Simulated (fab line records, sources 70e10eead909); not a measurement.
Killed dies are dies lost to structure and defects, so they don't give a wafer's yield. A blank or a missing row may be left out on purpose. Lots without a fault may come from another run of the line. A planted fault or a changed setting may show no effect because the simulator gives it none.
Which tool did it? | flow nand_harc | 24 lots, 72 wafers sampled, at 3 steps of a route of 1159

WHAT THE GAUGES READ, wafer by wafer
NHARC_A_M0_INSPECT_11. Usual: raw_defect_count 31, standard deviation 10.
lot  | measured     | on                | raw_defect_count | flag
L075 | day 17 21:42 | defect_inspect-02 | 24 21 33         |
L074 | day 17 22:09 | defect_inspect-01 | 30 36 29         |
L077 | day 18 03:29 | defect_inspect-02 | 37 26 38         |
L078 | day 18 03:49 | defect_inspect-02 | 41 29 31         |
L076 | day 18 07:07 | defect_inspect-01 | 45 27 32         |
L080 | day 18 19:20 | defect_inspect-02 | 42 46 37         |
L079 | day 18 19:50 | defect_inspect-02 | 18 19 10         |
L083 | day 19 05:40 | defect_inspect-02 | 26 36 23         |
L082 | day 19 14:51 | defect_inspect-02 | 20 24 25         |
L085 | day 19 22:04 | defect_inspect-02 | 21 28 21         |
L081 | day 20 03:10 | defect_inspect-02 | 37 25 33         |
L084 | day 20 06:42 | defect_inspect-02 | 28 39 35         |
L087 | day 20 07:17 | defect_inspect-01 | 26 32 35         |
L086 | day 20 08:17 | defect_inspect-02 | 28 34 33         |
L089 | day 20 21:35 | defect_inspect-02 | 32 20 28         |
L088 | day 21 03:22 | defect_inspect-02 | 24 34 34         |
L090 | day 21 10:19 | defect_inspect-02 | 15 9 21          |
L091 | day 21 18:42 | defect_inspect-01 | 32 35 33         |
L093 | day 21 22:04 | defect_inspect-01 | 18 30 19         |
L092 | day 21 23:43 | defect_inspect-01 | 46 50 53         |
L095 | day 22 02:53 | defect_inspect-02 | 43 41 41         |
L094 | day 22 06:54 | defect_inspect-02 | 42 49 47         |
L097 | day 22 16:45 | defect_inspect-01 | 16 16 22         |
L096 | day 23 01:52 | defect_inspect-01 | 41 45 39         |

WHICH TOOL RAN EACH LOT (tool, then ch and the chambers of the sampled wafers, then the start)
lot  | NHARC_A_BLC_ETCH_16                | NHARC_A_BLC_STRIP_29
L075 | rie_diel-01 ch 2,3, day 17 13:18   | rie_diel-01 ch 0,1,3, day 17 14:15
L074 | rie_diel-08 ch 0,1,2, day 17 14:14 | rie_diel-05 ch 1,3, day 17 15:22
L077 | rie_diel-05 ch 0,1,2, day 17 23:13 | rie_diel-05 ch 1,3, day 18 00:11
L078 | rie_diel-01 ch 0,1,3, day 17 23:23 | rie_diel-01 ch 1,2, day 18 00:19
L076 | rie_diel-01 ch 1,3, day 18 03:11   | rie_diel-05 ch 0,1,3, day 18 04:09
L080 | rie_diel-01 ch 0,2, day 18 15:24   | rie_diel-08 ch 1,2, day 18 16:22
L079 | rie_diel-05 ch 0,1,2, day 18 15:34 | rie_diel-01 ch 0,3, day 18 16:31
L083 | rie_diel-01 ch 0,1,2, day 18 21:39 | rie_diel-05 ch 0,1,3, day 18 22:37
L082 | rie_diel-05 ch 0,1,2, day 19 09:04 | rie_diel-05 ch 0,2,3, day 19 10:02
L085 | rie_diel-05 ch 0,1, day 19 14:13   | rie_diel-01 ch 2,3, day 19 15:12
L081 | rie_diel-05 ch 1,3, day 19 20:55   | rie_diel-01 ch 0,2, day 19 21:53
L084 | rie_diel-01 ch 0,1,2, day 20 02:40 | rie_diel-01 ch 0,3, day 20 03:37
L087 | rie_diel-05 ch 0,1,3, day 20 03:17 | rie_diel-05 ch 0,2,3, day 20 04:20
L086 | rie_diel-01 ch 1,2,3, day 20 04:02 | rie_diel-05 ch 0,2,3, day 20 05:00
L089 | rie_diel-05 ch 0,2,3, day 20 16:23 | rie_diel-08 ch 2,3, day 20 17:29
L088 | rie_diel-05 ch 1,2,3, day 20 23:34 | rie_diel-05 ch 0,2,3, day 21 00:32
L090 | rie_diel-05 ch 0,1, day 21 04:27   | rie_diel-01 ch 0,1,2, day 21 05:26
L091 | rie_diel-08 ch 2,3, day 21 11:10   | rie_diel-05 ch 1,2,3, day 21 12:08
L093 | rie_diel-05 ch 1,2,3, day 21 18:04 | rie_diel-05 ch 0,1,2, day 21 19:02
L092 | rie_diel-05 ch 0,2,3, day 21 19:23 | rie_diel-05 ch 0,1,3, day 21 20:26
L095 | rie_diel-05 ch 1,2, day 21 22:59   | rie_diel-01 ch 1,2, day 21 23:56
L094 | rie_diel-05 ch 0,2,3, day 22 00:47 | rie_diel-01 ch 0,2,3, day 22 01:44
L097 | rie_diel-05 ch 0,1,3, day 22 12:22 | rie_diel-05 ch 0,2,3, day 22 13:20
L096 | rie_diel-01 ch 1,2, day 22 18:01   | rie_diel-01 ch 2,3, day 22 18:58
- NHARC_A_BLC_ETCH_16: etches the open film in CF4, target depth 39 nm, time 65 s.
- NHARC_A_BLC_STRIP_29: strips in CF4.

WHAT THE TOOLS THEMSELVES READ (means of the sampled wafers that have a number; where no wafer has one, the mark that the record gives instead)
NHARC_A_BLC_ETCH_16. Usual: chamber_pressure_mTorr 50.00 mTorr, standard deviation 0.044; drypump_motor_current_A 6.0 A, standard deviation 0.5; oes_product_au 0.996 a.u., standard deviation 0.015; rf_vpp_V 151.2 V, standard deviation 1.1; showerhead_plenum_p_Torr 1.76 Torr, standard deviation 0.064; throttle_valve_pct 13.284 %, standard deviation 0.0089.
lot  | tool        | chamber_pressure_mTorr (mTorr) | drypump_motor_current_A (A) | oes_product_au (a.u.) | rf_vpp_V (V) | showerhead_plenum_p_Torr (Torr) | throttle_valve_pct (%) | flag
L075 | rie_diel-01 | 49.98                          | 5.4                         | 1.007                 | 150.9        | 1.71                            | 13.279                 |
L074 | rie_diel-08 | 49.99                          | 6.1                         | 1.002                 | 150.8        | 1.73                            | 13.277                 |
L077 | rie_diel-05 | 50.02                          | 6.1                         | 0.985                 | 152.3        | 1.82                            | 13.285                 |
L078 | rie_diel-01 | 50.02                          | 5.9                         | 1.013                 | 150.7        | 1.70                            | 13.278                 |
L076 | rie_diel-01 | 50.01                          | 6.1                         | 1.006                 | 150.7        | 1.71                            | 13.287                 |
L080 | rie_diel-01 | 50.01                          | 5.2                         | 1.012                 | 150.0        | 1.70                            | 13.285                 |
L079 | rie_diel-05 | 49.99                          | 6.1                         | 0.981                 | 151.9        | 1.82                            | 13.289                 |
L083 | rie_diel-01 | 50.04                          | 5.6                         | 1.008                 | 150.7        | 1.71                            | 13.269                 |
L082 | rie_diel-05 | 50.01                          | 6.0                         | 0.981                 | 151.2        | 1.81                            | 13.285                 |
L085 | rie_diel-05 | 50.02                          | 6.4                         | 0.984                 | 151.6        | 1.79                            | 13.286                 |
L081 | rie_diel-05 | 50.02                          | 6.3                         | 0.989                 | 150.9        | 1.75                            | 13.280                 |
L084 | rie_diel-01 | 49.95                          | 5.6                         | 0.997                 | 151.3        | 1.71                            | 13.280                 |
L087 | rie_diel-05 | 50.00                          | 6.3                         | 0.988                 | 151.4        | 1.77                            | 13.293                 |
L086 | rie_diel-01 | 49.99                          | 5.9                         | 1.001                 | 150.6        | 1.72                            | 13.283                 |
L089 | rie_diel-05 | 50.04                          | 6.0                         | 0.987                 | 151.8        | 1.77                            | 13.280                 |
L088 | rie_diel-05 | 49.98                          | 6.0                         | 0.991                 | 151.3        | 1.79                            | 13.285                 |
L090 | rie_diel-05 | 49.98                          | 6.4                         | 0.988                 | 152.1        | 1.82                            | 13.293                 |
L091 | rie_diel-08 | 49.96                          | 5.6                         | 1.005                 | 151.8        | 1.85                            | 13.283                 |
L093 | rie_diel-05 | 50.04                          | 6.0                         | 0.992                 | 151.4        | 1.79                            | 13.283                 |
L092 | rie_diel-05 | 49.99                          | 6.0                         | 0.988                 | 151.1        | 1.77                            | 13.281                 |
L095 | rie_diel-05 | 49.99                          | 6.0                         | 1.000                 | 152.0        | 1.84                            | 13.279                 |
L094 | rie_diel-05 | 50.00                          | 6.0                         | 0.987                 | 151.9        | 1.77                            | 13.284                 |
L097 | rie_diel-05 | 50.00                          | 6.3                         | 0.987                 | 152.1        | 1.77                            | 13.282                 |
L096 | rie_diel-01 | 49.96                          | 6.1                         | 1.012                 | 150.5        | 1.73                            | 13.282                 |

NHARC_A_BLC_STRIP_29. Usual: chamber_pressure_mTorr 50.00 mTorr, standard deviation 0.05; drypump_motor_current_A 5.9 A, standard deviation 0.52; oes_product_au 0.996 a.u., standard deviation 0.012; rf_vpp_V 59.2 V, standard deviation 0.91; showerhead_plenum_p_Torr 1.74 Torr, standard deviation 0.061; throttle_valve_pct 13.283 %, standard deviation 0.0086.
lot  | tool        | chamber_pressure_mTorr (mTorr) | drypump_motor_current_A (A) | oes_product_au (a.u.) | rf_vpp_V (V) | showerhead_plenum_p_Torr (Torr) | throttle_valve_pct (%) | flag
L075 | rie_diel-01 | 50.00                          | 5.9                         | 1.011                 | 58.7         | 1.70                            | 13.279                 |
L074 | rie_diel-05 | 50.00                          | 6.2                         | 0.990                 | 59.8         | 1.76                            | 13.281                 |
L077 | rie_diel-05 | 50.04                          | 6.2                         | 0.983                 | 59.7         | 1.76                            | 13.291                 |
L078 | rie_diel-01 | 50.00                          | 6.1                         | 1.005                 | 59.2         | 1.74                            | 13.283                 |
L076 | rie_diel-05 | 50.02                          | 6.3                         | 0.984                 | 59.6         | 1.78                            | 13.285                 |
L080 | rie_diel-08 | 49.97                          | 6.1                         | 1.002                 | 59.0         | 1.71                            | 13.278                 |
L079 | rie_diel-01 | 49.99                          | 5.7                         | 1.000                 | 58.9         | 1.68                            | 13.289                 |
L083 | rie_diel-05 | 49.98                          | 6.3                         | 0.986                 | 59.3         | 1.77                            | 13.285                 |
L082 | rie_diel-05 | 50.04                          | 6.0                         | 0.996                 | 59.3         | 1.77                            | 13.284                 |
L085 | rie_diel-01 | 50.00                          | 5.6                         | 0.992                 | 59.6         | 1.70                            | 13.289                 |
L081 | rie_diel-01 | 50.01                          | 5.2                         | 1.011                 | 58.7         | 1.68                            | 13.293                 |
L084 | rie_diel-01 | 50.04                          | 5.7                         | 1.004                 | 59.1         | 1.68                            | 13.281                 |
L087 | rie_diel-05 | 49.96                          | 6.0                         | 0.995                 | 60.8         | 1.77                            | 13.282                 |
L086 | rie_diel-05 | 50.00                          | 6.0                         | 0.990                 | 58.7         | 1.77                            | 13.285                 |
L089 | rie_diel-08 | 49.95                          | 5.6                         | 1.005                 | 59.1         | 1.67                            | 13.278                 |
L088 | rie_diel-05 | 50.06                          | 6.0                         | 0.990                 | 59.3         | 1.77                            | 13.282                 |
L090 | rie_diel-01 | 49.97                          | 5.6                         | 1.006                 | 58.8         | 1.71                            | 13.280                 |
L091 | rie_diel-05 | 50.01                          | 6.0                         | 0.993                 | 60.4         | 1.79                            | 13.275                 |
L093 | rie_diel-05 | 49.98                          | 6.1                         | 0.999                 | 58.9         | 1.81                            | 13.282                 |
L092 | rie_diel-05 | 50.01                          | 6.3                         | 0.985                 | 58.9         | 1.77                            | 13.289                 |
L095 | rie_diel-01 | 50.02                          | 6.1                         | 0.993                 | 58.3         | 1.73                            | 13.280                 |
L094 | rie_diel-01 | 50.04                          | 5.4                         | 1.003                 | 58.8         | 1.69                            | 13.268                 |
L097 | rie_diel-05 | 49.97                          | 6.0                         | 0.992                 | 59.1         | 1.77                            | 13.277                 |
L096 | rie_diel-01 | 50.01                          | 5.4                         | 1.000                 | 58.5         | 1.71                            | 13.286                 |

THE ANSWER, worked out from the rows above alone
Rule: a lot is off if the mean of its wafers that have a number lies more than 3 standard deviations from the usual mean. A lot without any number at a reading at which 4 lots or more have one is off too. The other lots that the step has rows for count as sound. The gauges are gone through in route order, then the tools' own readings, and for those a lot's mean is taken as printed above. The first step at which some lot is off is used, and at that step the reading that is off furthest; a lot without a number counts as furthest.
No lot is off at any reading shown: from this, nothing can be told.

WHAT THE SIMULATOR HAD PUT IN
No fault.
